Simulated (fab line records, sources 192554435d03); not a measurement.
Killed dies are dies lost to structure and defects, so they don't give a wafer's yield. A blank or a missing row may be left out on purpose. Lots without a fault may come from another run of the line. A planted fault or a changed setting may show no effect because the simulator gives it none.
fab line records | flow n5_finfet
record lots=23 wafers=69 last_day=17
route steps=1938 shown SD_EPI_N@282 SD_EPI_P@306 SD_ACTIVATION@331 SDB@361
lots that met no fault: from a run of the same line without faults
start_h: hours from the record's first day to the start of the lot's first wafer shown | wait_h: hours since the lot's step before | " the same as in the row above | L1.1+2: a row that stands for several wafers | - no value, or no start given | * or withheld: withheld | < > ~ a bound
route shown NAME@n: a module of which the file shows steps, and the number in the route of the first | usual: mean/standard deviation of fault-free wafers | same: alike in all rows | chamber/n: place in a boat | sites: the reading at each site | _std_site: their standard deviation | _edge_site: outer sites' mean less inner sites' | radius_mm: how far each site lies from the wafer's centre | mask NAME#n: copy n | behind: the tool/chamber that last shaped the wafer | hold: why the lot was held/for how many hours/how that ended | device: the transistor (n, p or np) that didn't switch | end of line: the same wafers' tests at the end of the route | a step without rows: its recipe alone | killed: dies lost to structure and defects at the first sort, not the wafer's yield | map: a wafer's dies, x killed, . not, _ none there
set.NAME: the setting as run; set.NAME@STEP: as run at that earlier step | model.NAME: the simulator's own value behind a step, which no gauge read
steps of the route over a sample of lots; a table a step, a row a wafer
services: from which hour (start_h, from the record's first day; less than 0 if before it) a tool's chamber was out of use, for how many hours, and why
## steps
# step N5_SD_EPI_N_STRIP_38
# recipe chemistry=N2/H2 power_w=1000 temp_c=250 h2_frac=0.65 overash_fraction=0.3 pressure_mtorr=withheld n2_flow_sccm=1750 h2_flow_sccm=3250
# usual drypump_motor_current_A=5.8/0.51 heater_power_w=350/9.6 oes_product_au=0.761/0.011
# columns lot.wafer tool chamber start_h wait_h drypump_motor_current_A heater_power_w oes_product_au rf_hours_counter_h
L074.2 plasma_asher-01 1 49.11 0.1 6.0 354 0.774 83
L074.3 " 0 " " 6.4 340 0.753 -
L074.5 " 0 " " 6.4 342 0.787 -
L075.2 plasma_asher-02 0 54.31 0.1 5.3 355 0.778 31
L075.3 " 0 " " 5.3 366 0.763 -
L075.4 " 1 " " 5.2 360 0.781 -
L076.1 plasma_asher-01 1 61.72 0.1 6.0 358 0.769 86
L076.2 " 0 " " 6.4 339 0.775 86
L076.5 " 0 " " 6.4 350 0.750 -
L077.1 plasma_asher-01 1 67.39 0.1 6.0 347 0.762 87
L077.2 " 0 " " 6.4 344 0.756 87
L077.3 " 0 " " 6.4 338 0.780 -
L078.2 plasma_asher-01 0 72.62 0.1 6.4 337 0.761 88
L078.3 " 1 " " 6.0 355 0.763 -
L078.6 " 0 " " 6.5 336 0.745 -
L079.1 plasma_asher-02 0 80.04 0.1 5.3 353 0.762 36
L079.4 " 0 " " 5.3 354 0.749 -
L079.5 " 1 " " 5.2 360 0.770 -
L081.1 plasma_asher-02 0 91.48 0.1 5.2 352 0.755 39
L081.3 " 0 " " 5.2 358 0.752 -
L081.6 " 1 " " 5.2 360 0.779 -
L082.2 plasma_asher-01 0 96.33 0.1 6.5 341 0.753 93
L082.3 " 0 " " 6.5 335 0.745 -
L082.5 " 0 " " 6.5 346 0.770 -
L083.1 plasma_asher-01 0 103.45 0.1 6.4 337 0.773 94
L083.2 " 1 " " 6.0 347 0.747 94
L083.6 " 1 " " 6.0 357 0.761 -
L084.2 plasma_asher-02 0 112.78 0.1 5.2 350 0.748 43
L084.3 " 0 " " 5.2 352 0.752 -
L084.6 " 0 " " 5.3 356 0.740 -
L085.1 plasma_asher-01 1 116.62 0.1 6.0 349 0.757 97
L085.2 " 0 " " 6.4 335 0.761 97
L085.3 " 1 " " 6.0 354 0.783 -
L086.3 plasma_asher-02 0 125.31 0.1 5.2 356 0.772 -
L086.5 " 0 " " 5.3 366 0.764 -
L086.6 " 1 " " 5.2 353 0.763 -
L087.3 plasma_asher-01 0 131.94 0.1 6.5 346 0.771 -
L087.4 " 1 " " 6.0 342 0.755 -
L087.5 " 0 " " 6.5 343 0.775 -
L088.1 plasma_asher-01 1 133.25 0.1 6.0 347 0.771 100
L088.4 " 0 " " 6.5 340 0.760 -
L088.5 " 0 " " 6.4 340 0.738 -
L089.1 plasma_asher-02 1 140.54 0.1 5.2 360 0.746 48
L089.2 " 0 " " 5.2 350 0.785 48
L089.6 " 1 " " 5.2 353 0.757 -
L090.3 plasma_asher-02 1 145.18 0.1 5.2 370 0.756 -
L090.4 " 0 " " 5.2 350 0.758 -
L090.5 " 0 " " 5.3 360 0.748 -
L091.2 plasma_asher-01 1 150.88 0.1 6.1 350 0.759 104
L091.3 " 1 " " 6.0 359 0.767 -
L091.6 " 1 " " 6.1 345 0.764 -
L092.1 plasma_asher-01 1 155.82 0.1 6.0 353 0.757 106
L092.2 " 0 " " 6.4 344 0.744 106
L092.5 " 0 " " 6.4 337 0.753 -
L093.1 plasma_asher-01 1 164.29 0.1 6.0 355 0.767 108
L093.2 " 0 " " 6.4 334 0.761 108
L093.5 " 0 " " 6.4 338 0.776 -
L094.1 plasma_asher-01 1 167.79 0.1 6.0 353 0.760 109
L094.2 " 0 " " 6.5 348 0.756 109
L094.4 " 1 " " 6.0 347 0.760 -
L095.1 plasma_asher-02 1 174.50 0.1 5.2 365 0.746 53
L095.3 " 0 " " 5.3 359 0.757 -
L095.6 " 1 " " 5.2 364 0.770 -
L096.2 plasma_asher-02 0 180.04 0.1 5.3 368 0.757 54
L096.5 " 1 " " 5.2 364 0.770 -
L096.6 " 0 " " 5.3 357 0.752 -
L097.1 plasma_asher-01 0 187.69 0.1 6.4 346 0.748 113
L097.4 " 0 " " 6.5 336 0.745 -
L097.6 " 0 " " 6.5 344 0.757 -
# step N5_SD_EPI_P_DESCUM_14
# recipe chemistry=O2 time_s=7.9 source_power_w=50 bias_power_w=20 pressure_mtorr=20 rf_frequency_hz=2.712e+07 temp_c=40 resist=CAR-ArF-block o2_flow_sccm=225
# usual drypump_motor_current_A=5.7/0.41 oes_product_au=0.80/0.082 rf_vpp_V=243.1/1.4 showerhead_plenum_p_Torr=2.09/0.076 throttle_valve_pct=20.40/0.2
# columns lot.wafer tool chamber start_h wait_h drypump_motor_current_A oes_product_au rf_hours_counter_h rf_vpp_V showerhead_plenum_p_Torr throttle_valve_pct
L074.2 rie_diel-01 2 52.78 0.0 5.1 0.86 55 243.3 2.05 20.52
L074.3 " 0 " " 6.1 0.74 183 244.2 2.17 20.44
L074.5 " 1 " " 6.3 0.92 - 241.4 2.04 19.97
L075.2 rie_diel-04 2 57.85 0.0 5.6 0.69 231 240.7 1.97 20.38
L075.3 " 3 " " 5.7 0.70 210 242.3 2.00 20.63
L075.4 " 3 " " 5.7 0.70 - 240.2 2.00 20.63
L076.1 rie_diel-01 2 65.76 0.3 5.2 0.85 60 242.6 2.05 20.53
L076.2 " 3 " " 6.0 0.82 119 243.1 2.11 20.25
L076.5 " 3 " " 6.0 0.81 - 242.4 2.11 20.23
L077.1 rie_diel-05 1 71.89 0.0 6.1 0.83 76 241.3 2.04 20.49
L077.2 " 3 " " 6.2 0.74 188 242.6 2.15 20.29
L077.3 " 2 " " 5.3 0.83 74 243.6 2.12 20.58
L078.2 rie_diel-04 3 77.34 0.0 5.7 0.70 217 240.2 2.00 20.65
L078.3 " 1 " " 5.8 0.92 16 245.1 2.23 20.41
L078.6 " 3 " " 5.7 0.70 - 241.7 2.00 20.64
L079.1 rie_diel-04 3 83.74 0.0 5.7 0.70 219 242.3 2.00 20.66
L079.4 " 1 " " 5.8 0.91 - 246.0 2.23 20.43
L079.5 " 3 " " 5.7 0.70 - 241.8 2.00 20.64
L081.1 rie_diel-01 2 95.51 0.0 5.1 0.84 68 241.9 2.05 20.53
L081.3 " 3 " " 6.0 0.80 127 242.3 2.10 20.24
L081.6 " 1 " " 6.3 0.90 - 243.6 2.04 20.02
L082.2 rie_diel-04 2 100.35 0.0 5.6 0.68 244 242.6 1.97 20.41
L082.3 " 1 " " 5.8 0.91 22 244.5 2.23 20.42
L082.5 " 2 " " 5.6 0.68 - 242.3 1.97 20.40
L083.1 rie_diel-05 1 107.12 0.0 6.1 0.80 86 243.4 2.04 20.50
L083.2 " 3 " " 6.2 0.74 199 242.0 2.15 20.29
L083.6 " 1 " " 6.1 0.81 - 242.7 2.04 20.51
L084.2 rie_diel-04 3 116.47 0.0 5.7 0.69 228 241.7 2.00 20.66
L084.3 " 0 " " 5.1 0.78 135 243.4 2.09 20.32
L084.6 " 1 " " 5.9 0.89 - 244.4 2.22 20.44
L085.1 rie_diel-01 2 120.27 0.0 5.1 0.83 76 242.0 2.05 20.55
L085.2 " 0 " " 6.1 0.72 204 245.1 2.16 20.45
L085.3 " 1 " " 6.3 0.88 34 242.9 2.03 20.00
L086.3 rie_diel-05 3 129.14 0.2 6.2 0.73 - 244.6 2.14 20.31
L086.5 " 2 " " 5.3 0.80 - 243.2 2.12 20.61
L086.6 " 3 " " 6.2 0.73 - 245.6 2.14 20.31
L087.3 rie_diel-01 1 135.54 0.1 6.3 0.87 40 242.5 2.03 20.04
L087.4 " 2 " " 5.1 0.83 - 242.8 2.05 20.58
L087.5 " 3 " " 6.0 0.80 - 243.4 2.10 20.27
L088.1 rie_diel-05 2 136.79 0.0 5.3 0.80 94 243.6 2.12 20.61
L088.4 " 2 " " 5.3 0.80 - 243.7 2.12 20.60
L088.5 " 1 " " 6.1 0.79 - 240.4 2.03 20.51
L089.1 rie_diel-04 1 144.73 0.1 5.8 0.88 38 245.1 2.22 20.45
L089.2 " 2 " " 5.6 1.01 0 245.2 2.23 20.01
L089.6 " 2 " " 5.6 1.00 - 244.9 2.23 20.00
L090.3 rie_diel-05 3 148.71 0.0 6.2 0.73 214 244.1 2.14 20.33
L090.4 " 1 " " 6.1 0.79 - 243.1 2.03 20.51
L090.5 " 2 " " 5.3 0.80 - 244.6 2.11 20.61
L091.2 rie_diel-04 2 154.42 0.0 5.6 0.96 3 245.7 2.23 20.03
L091.3 " 0 " " 5.0 0.77 149 243.4 2.09 20.31
L091.6 " 3 " " 5.7 0.68 - 241.6 1.99 20.65
L092.1 rie_diel-04 3 160.35 0.1 5.7 0.68 244 241.8 1.99 20.69
L092.2 " 2 " " 5.6 0.96 5 243.6 2.23 20.02
L092.5 " 0 " " 5.1 0.77 - 241.7 2.09 20.33
L093.1 rie_diel-04 0 167.82 0.0 5.1 0.77 154 244.2 2.09 20.32
L093.2 " 2 " " 5.6 0.93 8 244.6 2.23 20.02
L093.5 " 2 " " 5.5 0.94 - 245.4 2.23 20.02
L094.1 rie_diel-05 2 171.55 0.1 5.3 0.79 107 243.9 2.11 20.64
L094.2 " 3 " " 6.2 0.71 221 243.1 2.14 20.33
L094.4 " 1 " " 6.1 0.79 106 240.6 2.03 20.54
L095.1 rie_diel-01 2 179.15 0.2 5.1 0.81 102 243.2 2.04 20.58
L095.3 " 3 " " 6.0 0.78 147 242.6 2.10 20.29
L095.6 " 3 " " 6.0 0.78 - 244.4 2.10 20.29
L096.2 rie_diel-05 0 185.44 0.3 5.9 0.96 10 244.0 2.16 20.44
L096.5 " 0 " " 5.9 0.97 - 245.6 2.16 20.46
L096.6 " 1 " " 6.1 0.79 - 241.8 2.03 20.53
L097.1 rie_diel-01 1 192.23 0.0 6.4 0.84 64 242.3 2.02 20.07
L097.4 " 3 " " 6.0 0.78 - 243.0 2.09 20.30
L097.6 " 1 " " 6.3 0.84 - 242.5 2.02 20.06
# step N5_SD_EPI_P_ETCH_47
# recipe chemistry=CH3F/O2 target=SiOCN target_depth_a=250 mask_material=SOC ion_energy_ev=60 bias_w=29 pressure_mtorr=30 source_w=410 Ar_flow_sccm=150 CH3F_flow_sccm=30 O2_flow_sccm=20
# usual O2_flow_sccm=20.00/0.058 drypump_motor_current_A=5.8/0.41 oes_product_au=0.79/0.079 rf_vpp_V=126.6/2.5 showerhead_plenum_p_Torr=2.00/0.071 throttle_valve_pct=16.29/0.15
# columns lot.wafer tool chamber start_h wait_h O2_flow_sccm drypump_motor_current_A oes_product_au rf_hours_counter_h rf_vpp_V showerhead_plenum_p_Torr throttle_valve_pct
L074.2 rie_diel-01 2 53.30 0.1 20.07 5.2 0.85 55 124.7 1.96 16.35
L074.3 " 0 " " 20.07 6.1 0.73 184 126.4 2.06 16.27
L074.5 " 1 " " 19.95 6.4 0.91 - 124.1 1.97 15.95
L075.2 rie_diel-04 2 58.36 0.1 20.07 5.5 0.68 232 127.4 1.89 16.38
L075.3 " 3 " " 19.96 5.7 0.70 211 127.2 1.90 16.41
L075.4 " 3 " " 20.04 5.7 0.70 - 124.7 1.90 16.40
L076.1 rie_diel-01 2 66.28 0.1 20.03 5.1 0.85 60 124.0 1.96 16.33
L076.2 " 3 " " 20.06 6.0 0.80 119 129.3 2.03 16.24
L076.5 " 3 " " 20.10 6.0 0.80 - 126.0 2.03 16.24
L077.1 rie_diel-05 1 72.41 0.1 19.98 6.1 0.83 76 127.2 1.96 16.38
L077.2 " 3 " " 19.94 6.2 0.74 188 124.1 2.06 16.25
L077.3 " 2 " " 20.00 5.3 0.83 74 132.5 2.02 16.41
L078.2 rie_diel-04 3 77.86 0.1 20.07 5.7 0.70 217 126.8 1.89 16.42
L078.3 " 1 " " 19.99 5.9 0.93 16 128.6 2.12 16.21
L078.6 " 3 " " 20.00 5.7 0.70 - 126.4 1.89 16.44
L079.1 rie_diel-04 3 84.26 0.1 20.01 5.7 0.70 219 126.6 1.89 16.44
L079.4 " 1 " " 19.96 5.8 0.92 - 127.5 2.12 16.21
L079.5 " 3 " " 19.96 5.7 0.70 - 127.4 1.89 16.44
L081.1 rie_diel-01 2 96.03 0.1 20.03 5.1 0.85 69 126.5 1.96 16.35
L081.3 " 3 " " 19.91 6.0 0.79 127 125.1 2.03 16.27
L081.6 " 1 " " 20.06 6.3 0.88 - 123.5 1.97 15.97
L082.2 rie_diel-04 2 100.86 0.1 19.97 5.6 0.67 244 127.8 1.89 16.41
L082.3 " 1 " " 19.96 5.8 0.91 22 127.3 2.12 16.22
L082.5 " 2 " " 20.02 5.5 0.67 - 127.4 1.89 16.41
L083.1 rie_diel-05 1 107.64 0.1 20.00 6.1 0.81 86 125.3 1.95 16.40
L083.2 " 3 " " 19.93 6.2 0.73 199 123.1 2.05 16.31
L083.6 " 1 " " 19.97 6.1 0.81 - 126.7 1.95 16.40
L084.2 rie_diel-04 3 116.98 0.1 19.90 5.7 0.69 228 126.1 1.89 16.45
L084.3 " 0 " " 20.07 5.1 0.78 135 125.4 2.01 16.23
L084.6 " 1 " " 19.94 5.8 0.90 - 127.0 2.12 16.22
L085.1 rie_diel-01 2 120.79 0.1 19.87 5.2 0.83 77 126.4 1.96 16.38
L085.2 " 0 " " 20.03 6.0 0.72 204 127.8 2.06 16.30
L085.3 " 1 " " 19.99 6.4 0.87 34 124.4 1.96 16.00
L086.3 rie_diel-05 3 129.94 0.1 20.08 6.2 0.72 - 123.4 2.05 16.29
L086.5 " 2 " " 19.94 5.3 0.80 - 131.3 2.01 16.43
L086.6 " 3 " " 20.06 6.2 0.72 - 123.1 2.05 16.30
L087.3 rie_diel-01 1 136.05 0.1 19.97 6.3 0.86 41 123.4 1.96 16.00
L087.4 " 2 " " 20.05 5.2 0.83 - 125.9 1.95 16.37
L087.5 " 3 " " 19.94 6.0 0.79 - 125.6 2.02 16.27
L088.1 rie_diel-05 2 137.30 0.1 19.92 5.3 0.80 94 131.3 2.01 16.44
L088.4 " 2 " " 19.91 5.3 0.81 - 131.3 2.01 16.43
L088.5 " 1 " " 20.02 6.1 0.81 - 126.3 1.95 16.39
L089.1 rie_diel-04 1 145.24 0.1 19.94 5.9 0.89 38 127.5 2.12 16.24
L089.2 " 2 " " 20.00 5.6 0.98 0 131.4 2.14 15.97
L089.6 " 2 " " 19.95 5.6 0.97 - 130.1 2.14 15.93
L090.3 rie_diel-05 3 149.22 0.1 20.02 6.2 0.72 214 123.9 2.05 16.32
L090.4 " 1 " " 19.95 6.1 0.80 - 125.5 1.95 16.43
L090.5 " 2 " " 19.97 5.3 0.81 - 130.8 2.01 16.44
L091.2 rie_diel-04 2 154.94 0.1 19.98 5.6 0.96 3 129.7 2.14 15.95
L091.3 " 0 " " 20.03 5.1 0.78 149 122.8 2.01 16.27
L091.6 " 3 " " 20.03 5.7 0.68 - 126.5 1.89 16.46
L092.1 rie_diel-04 3 160.87 0.1 19.94 5.7 0.68 244 124.2 1.89 16.49
L092.2 " 2 " " 20.06 5.6 0.94 5 129.3 2.14 15.94
L092.5 " 0 " " 20.08 5.1 0.76 - 124.3 2.01 16.27
L093.1 rie_diel-04 0 168.33 0.1 19.98 5.1 0.76 154 122.4 2.00 16.29
L093.2 " 2 " " 20.00 5.6 0.92 8 129.5 2.13 15.96
L093.5 " 2 " " 20.02 5.6 0.93 - 130.5 2.13 15.94
L094.1 rie_diel-05 2 172.06 0.1 20.02 5.3 0.80 107 131.8 2.01 16.46
L094.2 " 3 " " 20.09 6.2 0.72 221 123.4 2.05 16.33
L094.4 " 1 " " 20.06 6.1 0.80 106 126.8 1.95 16.43
L095.1 rie_diel-01 2 179.66 0.1 19.90 5.2 0.81 102 124.8 1.95 16.41
L095.3 " 3 " " 19.95 6.0 0.77 148 128.1 2.02 16.31
L095.6 " 3 " " 19.94 6.0 0.78 - 127.0 2.02 16.28
L096.2 rie_diel-05 0 185.95 0.1 19.92 5.9 0.94 11 129.9 2.04 16.16
L096.5 " 0 " " 19.96 5.9 0.93 - 129.4 2.04 16.18
L096.6 " 1 " " 20.08 6.1 0.80 - 127.3 1.95 16.45
L097.1 rie_diel-01 1 192.74 0.1 19.98 6.3 0.82 64 123.6 1.95 16.05
L097.4 " 3 " " 19.98 6.0 0.77 - 126.3 2.02 16.29
L097.6 " 1 " " 20.05 6.3 0.82 - 123.8 1.95 16.05
# step N5_SD_ACTIVATION_LSA_01
# recipe temp_c=1080 time_s=0.0008 ambient=N2
# usual wafer_temp_C_max=1086.1/1.7
# columns lot.wafer tool chamber start_h wait_h wafer_temp_C_max
L074.2 laser_anneal-01 0 57.60 0.2 1086.8
L074.3 " 0 " " 1085.8
L074.5 " 0 " " 1088.5
L075.2 laser_anneal-02 0 61.83 0.2 1086.5
L075.3 " 0 " " 1084.6
L075.4 " 0 " " 1086.0
L076.1 laser_anneal-01 0 70.62 0.2 1085.8
L076.2 " 0 " " 1086.9
L076.5 " 0 " " 1088.6
L077.1 laser_anneal-02 0 75.87 0.2 1083.9
L077.2 " 0 " " 1085.1
L077.3 " 0 " " 1086.0
L078.2 laser_anneal-01 0 81.45 0.2 1085.7
L078.3 " 0 " " 1085.9
L078.6 " 0 " " 1086.0
L079.1 laser_anneal-02 0 87.73 0.2 1085.2
L079.4 " 0 " " 1085.7
L079.5 " 0 " " 1085.1
L081.1 laser_anneal-02 0 99.46 0.2 1086.8
L081.3 " 0 " " 1085.0
L081.6 " 0 " " 1085.9
L082.2 laser_anneal-01 0 104.32 0.2 1090.0
L082.3 " 0 " " 1088.9
L082.5 " 0 " " 1090.2
L083.1 laser_anneal-02 0 111.07 0.2 1084.3
L083.2 " 0 " " 1085.5
L083.6 " 0 " " 1084.8
L084.2 laser_anneal-01 0 120.45 0.2 1084.9
L084.3 " 0 " " 1088.6
L084.6 " 0 " " 1086.2
L085.1 laser_anneal-01 0 124.22 0.2 1088.2
L085.2 " 0 " " 1086.6
L085.3 " 0 " " 1087.8
L086.3 laser_anneal-02 0 133.46 0.2 1085.4
L086.5 " 0 " " 1084.7
L086.6 " 0 " " 1084.8
L087.3 laser_anneal-01 0 139.54 0.2 1084.4
L087.4 " 0 " " 1084.6
L087.5 " 0 " " 1085.8
L088.1 laser_anneal-02 0 140.80 0.2 1088.0
L088.4 " 0 " " 1084.1
L088.5 " 0 " " 1084.3
L089.1 laser_anneal-01 0 148.67 0.2 1088.3
L089.2 " 0 " " 1089.3
L089.6 " 0 " " 1087.5
L090.3 laser_anneal-02 0 152.83 0.2 1085.7
L090.4 " 0 " " 1085.4
L090.5 " 0 " " 1083.1
L091.2 laser_anneal-01 0 158.41 0.2 1084.9
L091.3 " 0 " " 1087.4
L091.6 " 0 " " 1087.6
L092.1 laser_anneal-02 0 164.30 0.2 1084.2
L092.2 " 0 " " 1084.4
L092.5 " 0 " " 1084.3
L093.1 laser_anneal-01 0 171.99 0.2 1087.6
L093.2 " 0 " " 1088.1
L093.5 " 0 " " 1087.1
L094.1 laser_anneal-02 0 175.49 0.2 1085.6
L094.2 " 0 " " 1084.4
L094.4 " 0 " " 1085.3
L095.1 laser_anneal-01 0 183.09 0.2 1087.0
L095.3 " 0 " " 1087.8
L095.6 " 0 " " 1090.1
L096.2 laser_anneal-02 0 189.42 0.2 1084.1
L096.5 " 0 " " 1085.9
L096.6 " 0 " " 1086.0
L097.1 laser_anneal-02 0 196.19 0.2 1084.6
L097.4 " 0 " " 1085.2
L097.6 " 0 " " 1083.6
# step N5_SD_ACTIVATION_INSPECT_02
# recipe inspect_instrument=darkfield mode=post_anneal
# usual raw_defect_count=169/37
# columns lot.wafer tool chamber start_h wait_h raw_defect_count
L074.2 defect_inspect-02 - 58.12 0.2 193
L074.3 " - " " 181
L074.5 " - " " 230
L075.2 defect_inspect-01 - 62.32 0.1 247
L075.3 " - " " 192
L075.4 " - " " 179
L076.1 defect_inspect-01 - 71.15 0.2 149
L076.2 " - " " 192
L076.5 " - " " 115
L077.1 defect_inspect-02 - 76.40 0.2 167
L077.2 " - " " 156
L077.3 " - " " 174
L078.2 defect_inspect-02 - 81.95 0.1 170
L078.3 " - " " 107
L078.6 " - " " 233
L079.1 defect_inspect-01 - 88.25 0.2 167
L079.4 " - " " 142
L079.5 " - " " 186
L081.1 defect_inspect-02 - 99.98 0.2 177
L081.3 " - " " 132
L081.6 " - " " 175
L082.2 defect_inspect-02 - 104.82 0.1 142
L082.3 " - " " 195
L082.5 " - " " 195
L083.1 defect_inspect-02 - 111.60 0.2 135
L083.2 " - " " 227
L083.6 " - " " 140
L084.2 defect_inspect-01 - 120.95 0.2 165
L084.3 " - " " 171
L084.6 " - " " 183
L085.1 defect_inspect-01 - 124.74 0.2 176
L085.2 " - " " 173
L085.3 " - " " 128
L086.3 defect_inspect-01 - 133.93 0.1 202
L086.5 " - " " 209
L086.6 " - " " 154
L087.3 defect_inspect-01 - 140.01 0.1 137
L087.4 " - " " 195
L087.5 " - " " 157
L088.1 defect_inspect-02 - 141.34 0.2 196
L088.4 " - " " 166
L088.5 " - " " 205
L089.1 defect_inspect-01 - 149.20 0.2 204
L089.2 " - " " 186
L089.6 " - " " 195
L090.3 defect_inspect-01 - 153.30 0.1 119
L090.4 " - " " 106
L090.5 " - " " 127
L091.2 defect_inspect-01 - 158.90 0.1 79
L091.3 " - " " 111
L091.6 " - " " 147
L092.1 defect_inspect-02 - 164.82 0.2 131
L092.2 " - " " 129
L092.5 " - " " 156
L093.1 defect_inspect-02 - 172.52 0.2 205
L093.2 " - " " 156
L093.5 " - " " 174
L094.1 defect_inspect-02 - 176.02 0.2 269
L094.2 " - " " 225
L094.4 " - " " 208
L095.1 defect_inspect-02 - 183.62 0.2 151
L095.3 " - " " 160
L095.6 " - " " 162
L096.2 defect_inspect-02 - 189.91 0.1 141
L096.5 " - " " 235
L096.6 " - " " 251
L097.1 defect_inspect-02 - 196.72 0.2 114
L097.4 " - " " 129
L097.6 " - " " 162
# step N5_SDB_ETCH_18
# recipe chemistry=N2/H2 target=SOC target_depth_a=1000 overetch_a=200 mask_material=SiARC temp_c=40 time_s=150 ion_energy_ev=200 pressure_mtorr=30 source_w=840 bias_w=150 n2_flow_sccm=200 h2_flow_sccm=200
# usual drypump_motor_current_A=5.6/0.31 oes_product_au=0.67/0.043 rf_vpp_V=523.9/2.5 showerhead_plenum_p_Torr=2.54/0.09 throttle_valve_pct=17.92/0.22
# columns lot.wafer tool chamber start_h wait_h drypump_motor_current_A oes_product_au rf_hours_counter_h rf_vpp_V showerhead_plenum_p_Torr throttle_valve_pct
L074.2 rie_diel-03 3 65.03 0.0 5.9 0.84 13 528.6 2.71 17.70
L074.3 " 1 " " 5.3 0.65 152 527.0 2.65 17.83
L074.5 " 3 " " 5.9 0.83 - 528.8 2.71 17.69
L075.2 rie_diel-06 0 69.80 0.0 5.8 0.69 135 526.7 2.67 17.95
L075.3 " 1 " " 5.4 0.68 162 525.2 2.55 18.13
L075.4 " 3 " " 5.2 0.68 137 522.2 2.44 17.56
L076.1 rie_diel-06 2 78.38 0.0 6.3 0.65 219 521.0 2.41 18.06
L076.2 " 1 " " 5.5 0.69 166 523.7 2.54 18.14
L076.5 " 3 " " 5.2 0.68 - 519.7 2.44 17.56
L077.1 rie_diel-02 1 83.56 0.0 5.9 0.67 180 526.1 2.64 18.10
L077.2 " 3 " " 5.6 0.68 173 523.0 2.52 18.19
L077.3 " 2 " " 5.4 0.67 189 523.4 2.53 17.76
L078.2 rie_diel-06 3 88.95 0.0 5.2 0.67 144 520.7 2.44 17.59
L078.3 " 1 " " 5.5 0.68 170 524.9 2.54 18.15
L078.6 " 1 " " 5.5 0.68 - 522.9 2.54 18.15
L079.1 rie_diel-03 1 95.10 0.0 5.3 0.65 161 526.6 2.64 17.85
L079.4 " 3 " " 5.9 0.82 23 527.3 2.71 17.72
L079.5 " 1 " " 5.3 0.65 - 526.2 2.64 17.83
L081.1 rie_diel-06 0 107.44 0.0 5.8 0.67 149 526.6 2.66 17.95
L081.3 " 1 " " 5.4 0.68 177 525.0 2.54 18.17
L081.6 " 3 " " 5.2 0.67 - 520.9 2.43 17.59
L082.2 rie_diel-06 3 112.05 0.0 5.3 0.67 151 520.9 2.43 17.59
L082.3 " 2 " " 6.2 0.64 230 519.3 2.41 18.06
L082.5 " 0 " " 5.8 0.67 - 527.7 2.66 17.95
L083.1 rie_diel-02 0 118.62 0.0 5.6 0.64 195 522.7 2.51 17.66
L083.2 " 2 " " 5.4 0.65 201 522.7 2.53 17.78
L083.6 " 2 " " 5.4 0.65 - 522.6 2.53 17.78
L084.2 rie_diel-06 2 127.76 0.0 6.3 0.63 236 519.1 2.41 18.08
L084.3 " 1 " " 5.4 0.67 184 523.5 2.54 18.20
L084.6 " 2 " " 6.3 0.63 - 519.5 2.41 18.06
L085.1 rie_diel-03 2 131.68 0.0 6.1 0.64 205 523.1 2.52 17.78
L085.2 " 0 " " 5.5 0.69 132 519.9 2.46 18.05
L085.3 " 1 " " 5.3 0.65 172 526.7 2.64 17.85
L086.3 rie_diel-02 2 141.68 0.0 5.4 0.65 210 523.8 2.52 17.80
L086.5 " 1 " " 5.9 0.66 - 527.4 2.63 18.12
L086.6 " 0 " " 5.7 0.63 - 524.4 2.51 17.66
L087.3 rie_diel-06 0 147.12 0.0 5.8 0.67 165 527.8 2.66 17.99
L087.4 " 1 " " 5.4 0.67 192 523.4 2.53 18.18
L087.5 " 0 " " 5.8 0.67 - 525.9 2.66 17.99
L088.1 rie_diel-02 2 148.84 0.0 5.4 0.65 212 523.1 2.52 17.80
L088.4 " 3 " " 5.6 0.66 - 523.1 2.51 18.22
L088.5 " 2 " " 5.4 0.65 - 524.3 2.52 17.80
L089.1 rie_diel-02 0 156.00 0.0 5.6 0.63 211 523.2 2.51 17.70
L089.2 " 2 " " 5.4 0.65 215 522.7 2.52 17.80
L089.6 " 2 " " 5.4 0.65 - 523.7 2.52 17.79
L090.3 rie_diel-06 2 160.20 0.0 6.3 0.62 247 519.3 2.40 18.12
L090.4 " 1 " " 5.4 0.67 196 523.7 2.53 18.19
L090.5 " 3 " " 5.2 0.67 - 520.3 2.43 17.59
L091.2 rie_diel-02 0 166.62 0.0 5.6 0.63 213 522.9 2.51 17.67
L091.3 " 1 " " 5.9 0.65 209 525.7 2.62 18.14
L091.6 " 1 " " 5.9 0.65 - 526.1 2.62 18.13
L092.1 rie_diel-06 3 171.87 0.0 5.2 0.67 163 520.3 2.43 17.58
L092.2 " 1 " " 5.5 0.66 201 523.3 2.53 18.20
L092.5 " 1 " " 5.4 0.66 - 524.6 2.53 18.20
L093.1 rie_diel-06 0 180.20 0.0 5.8 0.66 178 526.9 2.65 18.02
L093.2 " 1 " " 5.4 0.66 205 523.9 2.53 18.21
L093.5 " 0 " " 5.8 0.66 - 524.9 2.65 18.00
L094.1 rie_diel-06 1 183.01 0.0 5.5 0.66 207 523.5 2.53 18.20
L094.2 " 3 " " 5.2 0.66 169 522.9 2.43 17.62
L094.4 " 0 " " 5.8 0.66 - 527.3 2.65 18.01
L095.1 rie_diel-03 3 191.13 0.0 5.9 0.77 56 528.2 2.69 17.75
L095.3 " 2 " " 6.2 0.64 225 522.1 2.51 17.84
L095.6 " 0 " " 5.6 0.69 - 523.0 2.45 18.09
L096.2 rie_diel-02 1 197.89 0.0 5.9 0.64 220 525.6 2.62 18.17
L096.5 " 0 " " 5.6 0.62 - 524.6 2.50 17.71
L096.6 " 3 " " 5.6 0.65 - 523.6 2.51 18.25
L097.1 rie_diel-06 1 203.88 0.0 5.5 0.64 216 523.9 2.52 18.22
L097.4 " 3 " " 5.2 0.65 177 521.9 2.42 17.63
L097.6 " 2 " " 6.3 0.86 - 528.1 2.72 17.56
## services
# columns tool chamber start_h hours kind
rie_diel-05 3 36.92 2.7 repair
laser_anneal-01 - 56.21 0.5 repair
rie_diel-04 1 56.27 4.2 repair
rie_diel-02 - 58.78 1.6 repair
rie_diel-05 - 60.59 0.6 repair
rie_diel-02 2 69.19 10.5 repair
rie_diel-04 0 80.56 7.8 repair
rie_diel-01 - 98.51 2.8 pm
rie_diel-01 3 111.79 13.2 repair
rie_diel-06 3 119.33 22.6 repair
rie_diel-04 2 120.94 - clean
rie_diel-04 2 120.94 - consumable_replace:focus_ring
laser_anneal-02 - 122.21 5.5 pm
rie_diel-01 0 123.46 131.8 repair
rie_diel-05 1 126.84 5.4 repair
laser_anneal-01 - 133.96 2.5 pm
rie_diel-02 1 146.47 3.9 repair
plasma_asher-02 - 148.95 4.9 repair
rie_diel-01 3 154.67 14.1 repair
rie_diel-02 3 185.18 6.4 repair
laser_anneal-01 - 188.46 9.7 pm
plasma_asher-01 - 189.66 1.4 repair
laser_anneal-02 - 201.40 2.0 pm
rie_diel-04 0 202.29 6.5 repair
## key
fault none
